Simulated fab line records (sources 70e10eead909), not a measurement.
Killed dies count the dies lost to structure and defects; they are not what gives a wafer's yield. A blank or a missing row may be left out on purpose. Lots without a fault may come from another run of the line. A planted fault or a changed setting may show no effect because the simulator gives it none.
Matching of chambers | flow nandHarc | 3 sister chambers for NHARC_A_DECK1_JOINT_ETCHBACK_00 on rieSi-03
The step etches the open film in HBr, target depth 30 nm, time 17.4 s. 3 wafers are shown with their chamber, then 6 later ones without.

== WAFERS PAIRED WITH THEIR CHAMBERS ==
wafer  | chamber | drypumpMotorCurrentA (A)
L086.2 | 1       | 6.2
L086.5 | 2       | 6.0
L090.1 | 0       | 5.6

== WAFERS WITHOUT THEIR CHAMBER ==
wafer  | drypumpMotorCurrentA (A)
L090.3 | 6.1
L090.6 | 5.6
L093.1 | 6.1
L093.4 | 6.2
L097.2 | 6.2
L097.3 | 6.1

== THE CHAMBER EACH PASSED THROUGH ==
wafer  | from the rows above     | in truth
L090.3 | can't be placed: 2 or 1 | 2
L090.6 | 0                       | 0
L093.1 | can't be placed: 2 or 1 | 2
L093.4 | 1                       | 1
L097.2 | 1                       | 1
L097.3 | can't be placed: 2 or 1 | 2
Placed correctly: 3 of 6. From these rows, 3 cannot be placed; in 3 the true chamber is one of the candidates. Number placed wrongly: 0.
How it was worked out, from the rows above alone: a wafer's distance from a chamber is the root of the sum, over the readings, of the square of ((its reading less the chamber's mean) divided by the reading's scatter). The wafer belongs to the nearest chamber; if the next one is less than 2 further off, it can't be placed. Each chamber's mean is taken over the wafers shown for it. The scatter: with one shown wafer a chamber, the root of the mean of the squares of how far each hidden wafer lies from its nearest shown one.
